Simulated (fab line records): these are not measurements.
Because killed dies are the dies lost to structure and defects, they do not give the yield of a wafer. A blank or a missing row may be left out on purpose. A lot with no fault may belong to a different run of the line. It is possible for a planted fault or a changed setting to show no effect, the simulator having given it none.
Which tool did it? || flow nandHarc || 12 lots with 36 wafers sampled at 4 steps, on a route of 1159 steps

WHAT THE GAUGES SHOWED, per wafer
Not one reading of a measure or inspect step in the record can be checked against a usual standard deviation.

WHAT TOOL EACH LOT RAN ON (gives the tool, then ch and the chambers of the sampled wafers, and finally the start)
{"lot": "L657", "NHARC_A_SGD_CUT_ETCH_59": "rieDiel-03 ch 0,2, day 14 14:34 or earlier", "NHARC_A_SLIT_ETCH_29": "rieDiel-13 ch 0,2,3, day 14 14:34", "NHARC_A_WL_FILL_ALD_10": "aldHk-02 ch 1,3, day 15 08:53", "NHARC_A_WL_FILL_ETCHBACK_17": "rieMetal-03 ch 0, day 15 13:49"}
{"lot": "L658", "NHARC_A_SGD_CUT_ETCH_59": "rieDiel-07 ch 2,3, day 14 16:18 or earlier", "NHARC_A_SLIT_ETCH_29": "rieDiel-11 ch 0,2, day 14 16:18", "NHARC_A_WL_FILL_ALD_10": "aldHk-01 ch 1,2, day 15 08:54", "NHARC_A_WL_FILL_ETCHBACK_17": "rieMetal-02 ch 0,1, day 15 13:46"}
{"lot": "L661", "NHARC_A_SGD_CUT_ETCH_59": "rieDiel-07 ch 0,2,3, day 15 09:25 or earlier", "NHARC_A_SLIT_ETCH_29": "rieDiel-13 ch 1,2,3, day 15 09:25", "NHARC_A_WL_FILL_ALD_10": "aldHk-01 ch 0,2,3, day 16 06:12", "NHARC_A_WL_FILL_ETCHBACK_17": "rieMetal-03 ch 0,1, day 16 10:29"}
{"lot": "L665", "NHARC_A_SGD_CUT_ETCH_59": "rieDiel-12 ch 1,2,3, day 16 15:28 or earlier", "NHARC_A_SLIT_ETCH_29": "rieDiel-01 ch 0,2,3, day 16 15:28", "NHARC_A_WL_FILL_ALD_10": "aldHk-04 ch 0,2,3, day 17 15:55", "NHARC_A_WL_FILL_ETCHBACK_17": "rieMetal-02 ch 0,1, day 17 19:40"}
{"lot": "L668", "NHARC_A_SGD_CUT_ETCH_59": "rieDiel-07 ch 0,1,2, day 17 22:59 or earlier", "NHARC_A_SLIT_ETCH_29": "rieDiel-13 ch 1,2,3, day 17 22:59", "NHARC_A_WL_FILL_ALD_10": "aldHk-02 ch 0,1,3, day 18 20:46", "NHARC_A_WL_FILL_ETCHBACK_17": "rieMetal-02 ch 0,1, day 19 01:32"}
{"lot": "L672", "NHARC_A_SGD_CUT_ETCH_59": "rieDiel-07 ch 0,2,3, day 17 21:19 or earlier", "NHARC_A_SLIT_ETCH_29": "rieDiel-11 ch 0,3, day 17 21:19", "NHARC_A_WL_FILL_ALD_10": "aldHk-01 ch 0,1, day 18 21:03", "NHARC_A_WL_FILL_ETCHBACK_17": "rieMetal-03 ch 0,1, day 19 01:28"}
{"lot": "L674", "NHARC_A_SGD_CUT_ETCH_59": "rieDiel-03 ch 1,3, day 18 11:11 or earlier", "NHARC_A_SLIT_ETCH_29": "rieDiel-13 ch 0,3, day 18 11:11", "NHARC_A_WL_FILL_ALD_10": "aldHk-01 ch 2,3, day 19 07:07", "NHARC_A_WL_FILL_ETCHBACK_17": "rieMetal-03 ch 0,1, day 19 11:57"}
{"lot": "L675", "NHARC_A_SGD_CUT_ETCH_59": "rieDiel-03 ch 1,2, day 19 01:13 or earlier", "NHARC_A_SLIT_ETCH_29": "rieDiel-11 ch 0,3, day 19 01:13", "NHARC_A_WL_FILL_ALD_10": "aldHk-02 ch 1,2,3, day 19 22:38", "NHARC_A_WL_FILL_ETCHBACK_17": "rieMetal-01 ch 0,1, day 20 02:05"}
{"lot": "L677", "NHARC_A_SGD_CUT_ETCH_59": "rieDiel-07 ch 0,1, day 19 11:28 or earlier", "NHARC_A_SLIT_ETCH_29": "rieDiel-13 ch 2,3, day 19 11:28", "NHARC_A_WL_FILL_ALD_10": "aldHk-04 ch 2,3, day 20 09:43", "NHARC_A_WL_FILL_ETCHBACK_17": "rieMetal-01 ch 1, day 20 14:31"}
{"lot": "L680", "NHARC_A_SGD_CUT_ETCH_59": "rieDiel-07 ch 0,1,2, day 20 04:59 or earlier", "NHARC_A_SLIT_ETCH_29": "rieDiel-01 ch 0,2,3, day 20 04:59", "NHARC_A_WL_FILL_ALD_10": "aldHk-01 ch 0,2,3, day 21 01:01", "NHARC_A_WL_FILL_ETCHBACK_17": "rieMetal-03 ch 0,1, day 21 05:19"}
{"lot": "L678", "NHARC_A_SGD_CUT_ETCH_59": "rieDiel-12 ch 1,2,3, day 20 14:13 or earlier", "NHARC_A_SLIT_ETCH_29": "rieDiel-01 ch 0,1, day 20 14:13", "NHARC_A_WL_FILL_ALD_10": "aldHk-01 ch 1,2,3, day 21 15:40", "NHARC_A_WL_FILL_ETCHBACK_17": "rieMetal-03 ch 1, day 21 19:56"}
{"lot": "L679", "NHARC_A_SGD_CUT_ETCH_59": "rieDiel-03 ch 0,2,3, day 20 16:21 or earlier", "NHARC_A_SLIT_ETCH_29": "rieDiel-13 ch 1,2, day 20 16:21", "NHARC_A_WL_FILL_ALD_10": "aldHk-04 ch 1,2,3, day 21 16:10", "NHARC_A_WL_FILL_ETCHBACK_17": "rieMetal-01 ch 1, day 21 23:03"}
- NHARC_A_SGD_CUT_ETCH_59: etches the open film in N2/H2, target depth 260 nm, time 406.25 s.
- NHARC_A_SLIT_ETCH_29: etches the open film in CF4/O2, target depth 100 nm, overetch 10 nm, time 55 s.
- NHARC_A_WL_FILL_ALD_10: deposits SiO2, target thk 50 nm, pulse time 10 s, ald cycles 500.
- NHARC_A_WL_FILL_ETCHBACK_17: etches the open film in Cl2/BCl3, target depth 4 nm, time 26.7 s.

WHAT THE TOOLS THEMSELVES READ (means of the sampled wafers that have a number; where no wafer has one, the mark that the record gives instead)
NHARC_A_SGD_CUT_ETCH_59. Usual: drypumpMotorCurrentA 5.8 A, standard deviation 0.52; oesProductAu 0.995 a.u., standard deviation 0.01; rfVppV 429.5 V, standard deviation 2.7; showerheadPlenumPTorr 2.00 Torr, standard deviation 0.092; throttleValvePct 14.171 %, standard deviation 0.0088.
{"lot": "L657", "tool": "rieDiel-03", "drypumpMotorCurrentA (A)": 6.0, "oesProductAu (a.u.)": 0.994, "rfVppV (V)": 429.6, "showerheadPlenumPTorr (Torr)": 2.03, "throttleValvePct (%)": 14.167, "flag": ""}
{"lot": "L658", "tool": "rieDiel-07", "drypumpMotorCurrentA (A)": 6.6, "oesProductAu (a.u.)": 1.003, "rfVppV (V)": 429.0, "showerheadPlenumPTorr (Torr)": 1.96, "throttleValvePct (%)": 14.166, "flag": ""}
{"lot": "L661", "tool": "rieDiel-07", "drypumpMotorCurrentA (A)": 6.2, "oesProductAu (a.u.)": 0.992, "rfVppV (V)": 429.7, "showerheadPlenumPTorr (Torr)": 2.02, "throttleValvePct (%)": 14.166, "flag": ""}
{"lot": "L665", "tool": "rieDiel-12", "drypumpMotorCurrentA (A)": 5.5, "oesProductAu (a.u.)": 0.995, "rfVppV (V)": 429.4, "showerheadPlenumPTorr (Torr)": 2.02, "throttleValvePct (%)": 14.176, "flag": ""}
{"lot": "L668", "tool": "rieDiel-07", "drypumpMotorCurrentA (A)": 5.9, "oesProductAu (a.u.)": 0.992, "rfVppV (V)": 428.6, "showerheadPlenumPTorr (Torr)": 2.00, "throttleValvePct (%)": 14.172, "flag": ""}
{"lot": "L672", "tool": "rieDiel-07", "drypumpMotorCurrentA (A)": 6.2, "oesProductAu (a.u.)": 0.999, "rfVppV (V)": 430.5, "showerheadPlenumPTorr (Torr)": 2.02, "throttleValvePct (%)": 14.166, "flag": ""}
{"lot": "L674", "tool": "rieDiel-03", "drypumpMotorCurrentA (A)": 5.6, "oesProductAu (a.u.)": 0.994, "rfVppV (V)": 432.0, "showerheadPlenumPTorr (Torr)": 2.08, "throttleValvePct (%)": 14.174, "flag": ""}
{"lot": "L675", "tool": "rieDiel-03", "drypumpMotorCurrentA (A)": 5.7, "oesProductAu (a.u.)": 0.998, "rfVppV (V)": 429.4, "showerheadPlenumPTorr (Torr)": 2.00, "throttleValvePct (%)": 14.167, "flag": ""}
{"lot": "L677", "tool": "rieDiel-07", "drypumpMotorCurrentA (A)": 5.5, "oesProductAu (a.u.)": 0.987, "rfVppV (V)": 430.0, "showerheadPlenumPTorr (Torr)": 2.03, "throttleValvePct (%)": 14.166, "flag": ""}
{"lot": "L680", "tool": "rieDiel-07", "drypumpMotorCurrentA (A)": 5.9, "oesProductAu (a.u.)": 0.993, "rfVppV (V)": 429.5, "showerheadPlenumPTorr (Torr)": 2.00, "throttleValvePct (%)": 14.179, "flag": ""}
{"lot": "L678", "tool": "rieDiel-12", "drypumpMotorCurrentA (A)": 5.4, "oesProductAu (a.u.)": 0.997, "rfVppV (V)": 430.5, "showerheadPlenumPTorr (Torr)": 2.02, "throttleValvePct (%)": 14.182, "flag": ""}
{"lot": "L679", "tool": "rieDiel-03", "drypumpMotorCurrentA (A)": 5.8, "oesProductAu (a.u.)": 0.996, "rfVppV (V)": 430.4, "showerheadPlenumPTorr (Torr)": 2.03, "throttleValvePct (%)": 14.171, "flag": ""}

NHARC_A_SLIT_ETCH_29. Usual: drypumpMotorCurrentA 5.4 A, standard deviation 0.36; oesProductAu 1.001 a.u., standard deviation 0.0099; rfVppV 197.8 V, standard deviation 1.3; showerheadPlenumPTorr 1.33 Torr, standard deviation 0.054; throttleValvePct 13.398 %, standard deviation 0.0089.
{"lot": "L657", "tool": "rieDiel-13", "drypumpMotorCurrentA (A)": 5.3, "oesProductAu (a.u.)": 1.005, "rfVppV (V)": 197.5, "showerheadPlenumPTorr (Torr)": 1.35, "throttleValvePct (%)": 13.408, "flag": ""}
{"lot": "L658", "tool": "rieDiel-11", "drypumpMotorCurrentA (A)": 5.6, "oesProductAu (a.u.)": 1.006, "rfVppV (V)": 197.8, "showerheadPlenumPTorr (Torr)": 1.30, "throttleValvePct (%)": 13.404, "flag": ""}
{"lot": "L661", "tool": "rieDiel-13", "drypumpMotorCurrentA (A)": 5.5, "oesProductAu (a.u.)": 0.999, "rfVppV (V)": 197.6, "showerheadPlenumPTorr (Torr)": 1.32, "throttleValvePct (%)": 13.394, "flag": ""}
{"lot": "L665", "tool": "rieDiel-01", "drypumpMotorCurrentA (A)": 5.3, "oesProductAu (a.u.)": 1.000, "rfVppV (V)": 197.9, "showerheadPlenumPTorr (Torr)": 1.31, "throttleValvePct (%)": 13.399, "flag": ""}
{"lot": "L668", "tool": "rieDiel-13", "drypumpMotorCurrentA (A)": 5.6, "oesProductAu (a.u.)": 0.998, "rfVppV (V)": 197.8, "showerheadPlenumPTorr (Torr)": 1.32, "throttleValvePct (%)": 13.393, "flag": ""}
{"lot": "L672", "tool": "rieDiel-11", "drypumpMotorCurrentA (A)": 5.4, "oesProductAu (a.u.)": 1.008, "rfVppV (V)": 197.1, "showerheadPlenumPTorr (Torr)": 1.29, "throttleValvePct (%)": 13.400, "flag": ""}
{"lot": "L674", "tool": "rieDiel-13", "drypumpMotorCurrentA (A)": 5.4, "oesProductAu (a.u.)": 1.012, "rfVppV (V)": 198.3, "showerheadPlenumPTorr (Torr)": 1.40, "throttleValvePct (%)": 13.397, "flag": ""}
{"lot": "L675", "tool": "rieDiel-11", "drypumpMotorCurrentA (A)": 5.5, "oesProductAu (a.u.)": 1.002, "rfVppV (V)": 196.8, "showerheadPlenumPTorr (Torr)": 1.27, "throttleValvePct (%)": 13.400, "flag": ""}
{"lot": "L677", "tool": "rieDiel-13", "drypumpMotorCurrentA (A)": 5.5, "oesProductAu (a.u.)": 0.993, "rfVppV (V)": 197.3, "showerheadPlenumPTorr (Torr)": 1.32, "throttleValvePct (%)": 13.397, "flag": ""}
{"lot": "L680", "tool": "rieDiel-01", "drypumpMotorCurrentA (A)": 5.3, "oesProductAu (a.u.)": 1.001, "rfVppV (V)": 197.8, "showerheadPlenumPTorr (Torr)": 1.31, "throttleValvePct (%)": 13.402, "flag": ""}
{"lot": "L678", "tool": "rieDiel-01", "drypumpMotorCurrentA (A)": 4.9, "oesProductAu (a.u.)": 1.000, "rfVppV (V)": 197.9, "showerheadPlenumPTorr (Torr)": 1.34, "throttleValvePct (%)": 13.391, "flag": ""}
{"lot": "L679", "tool": "rieDiel-13", "drypumpMotorCurrentA (A)": 5.5, "oesProductAu (a.u.)": 1.002, "rfVppV (V)": 197.0, "showerheadPlenumPTorr (Torr)": 1.29, "throttleValvePct (%)": 13.396, "flag": ""}

NHARC_A_WL_FILL_ALD_10. Usual: heaterPowerW 464 W, standard deviation 62; precursorPulseHeightRel 1.001, standard deviation 0.02.
{"lot": "L657", "tool": "aldHk-02", "heaterPowerW (W)": 537, "precursorPulseHeightRel": 0.996, "flag": ""}
{"lot": "L658", "tool": "aldHk-01", "heaterPowerW (W)": 450, "precursorPulseHeightRel": 1.012, "flag": ""}
{"lot": "L661", "tool": "aldHk-01", "heaterPowerW (W)": 405, "precursorPulseHeightRel": 1.013, "flag": ""}
{"lot": "L665", "tool": "aldHk-04", "heaterPowerW (W)": 458, "precursorPulseHeightRel": 0.997, "flag": ""}
{"lot": "L668", "tool": "aldHk-02", "heaterPowerW (W)": 527, "precursorPulseHeightRel": 0.997, "flag": ""}
{"lot": "L672", "tool": "aldHk-01", "heaterPowerW (W)": 477, "precursorPulseHeightRel": 1.008, "flag": ""}
{"lot": "L674", "tool": "aldHk-01", "heaterPowerW (W)": 444, "precursorPulseHeightRel": 0.997, "flag": ""}
{"lot": "L675", "tool": "aldHk-02", "heaterPowerW (W)": 515, "precursorPulseHeightRel": 1.018, "flag": ""}
{"lot": "L677", "tool": "aldHk-04", "heaterPowerW (W)": 448, "precursorPulseHeightRel": 1.014, "flag": ""}
{"lot": "L680", "tool": "aldHk-01", "heaterPowerW (W)": 401, "precursorPulseHeightRel": 1.025, "flag": ""}
{"lot": "L678", "tool": "aldHk-01", "heaterPowerW (W)": 478, "precursorPulseHeightRel": 0.993, "flag": ""}
{"lot": "L679", "tool": "aldHk-04", "heaterPowerW (W)": 458, "precursorPulseHeightRel": 0.993, "flag": ""}

NHARC_A_WL_FILL_ETCHBACK_17. Usual: drypumpMotorCurrentA 6.1 A, standard deviation 0.32; oesProductAu 1.000 a.u., standard deviation 0.0087; runLengthS 47.9 s, standard deviation 0.47.
{"lot": "L657", "tool": "rieMetal-03", "drypumpMotorCurrentA (A)": 5.8, "oesProductAu (a.u.)": 1.012, "runLengthS (s)": 47.1, "flag": ""}
{"lot": "L658", "tool": "rieMetal-02", "drypumpMotorCurrentA (A)": 6.2, "oesProductAu (a.u.)": 0.996, "runLengthS (s)": 47.9, "flag": ""}
{"lot": "L661", "tool": "rieMetal-03", "drypumpMotorCurrentA (A)": 5.9, "oesProductAu (a.u.)": 1.012, "runLengthS (s)": 48.2, "flag": ""}
{"lot": "L665", "tool": "rieMetal-02", "drypumpMotorCurrentA (A)": 6.2, "oesProductAu (a.u.)": 0.998, "runLengthS (s)": 45.5, "flag": "OFF"}
{"lot": "L668", "tool": "rieMetal-02", "drypumpMotorCurrentA (A)": 6.0, "oesProductAu (a.u.)": 1.004, "runLengthS (s)": 43.0, "flag": "OFF"}
{"lot": "L672", "tool": "rieMetal-03", "drypumpMotorCurrentA (A)": 5.9, "oesProductAu (a.u.)": 1.008, "runLengthS (s)": 48.1, "flag": ""}
{"lot": "L674", "tool": "rieMetal-03", "drypumpMotorCurrentA (A)": 5.8, "oesProductAu (a.u.)": 0.999, "runLengthS (s)": 47.5, "flag": ""}
{"lot": "L675", "tool": "rieMetal-01", "drypumpMotorCurrentA (A)": 6.5, "oesProductAu (a.u.)": 0.997, "runLengthS (s)": 47.8, "flag": ""}
{"lot": "L677", "tool": "rieMetal-01", "drypumpMotorCurrentA (A)": 6.4, "oesProductAu (a.u.)": 0.990, "runLengthS (s)": 48.0, "flag": ""}
{"lot": "L680", "tool": "rieMetal-03", "drypumpMotorCurrentA (A)": 5.8, "oesProductAu (a.u.)": 0.993, "runLengthS (s)": 47.9, "flag": ""}
{"lot": "L678", "tool": "rieMetal-03", "drypumpMotorCurrentA (A)": 6.0, "oesProductAu (a.u.)": 0.975, "runLengthS (s)": 48.4, "flag": ""}
{"lot": "L679", "tool": "rieMetal-01", "drypumpMotorCurrentA (A)": 6.4, "oesProductAu (a.u.)": 0.996, "runLengthS (s)": 47.8, "flag": ""}

THE ANSWER, worked out from the rows above alone
Rule: a lot is off if the mean of its wafers that have a number lies more than 3 standard deviations from the usual mean. A lot without any number at a reading at which 4 lots or more have one is off too. Where the step has rows for the other lots, those lots are counted as sound. The gauges are gone through in route order, then the tools' own readings, and for those a lot's mean is taken as printed above. At the first step where some lot is off, the reading lying furthest off is the one used; lots without a number count as furthest.
Off at NHARC_A_WL_FILL_ETCHBACK_17 (runLengthS): L665, L668.
A tool fits if, at that step or a process step before it, it ran every lot that is off, and no sound lot after the first of them. NHARC_A_SGD_CUT_ETCH_59 gives no start for some lots, so the hours and the order of its lots are those of NHARC_A_SLIT_ETCH_29. One candidate fits, namely rieMetal-02 at NHARC_A_WL_FILL_ETCHBACK_17. A fault onset in the window from L658 (day 15 13:46, its last sound lot) to L665 (day 17 19:40, its first lot off) fits.
On the lots that are off, the tool's own readings at NHARC_A_WL_FILL_ETCHBACK_17 differ by more than 5 times the standard deviation of the sound lots' means, which bears it out; runLengthS reads 44.2 s there versus 47.9 s on the sound lots.

WHAT WAS PUT IN BY THE SIMULATOR
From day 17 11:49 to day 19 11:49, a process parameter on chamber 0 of rieMetal-02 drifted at NHARC_A_WL_FILL_ETCHBACK_17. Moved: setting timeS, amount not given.
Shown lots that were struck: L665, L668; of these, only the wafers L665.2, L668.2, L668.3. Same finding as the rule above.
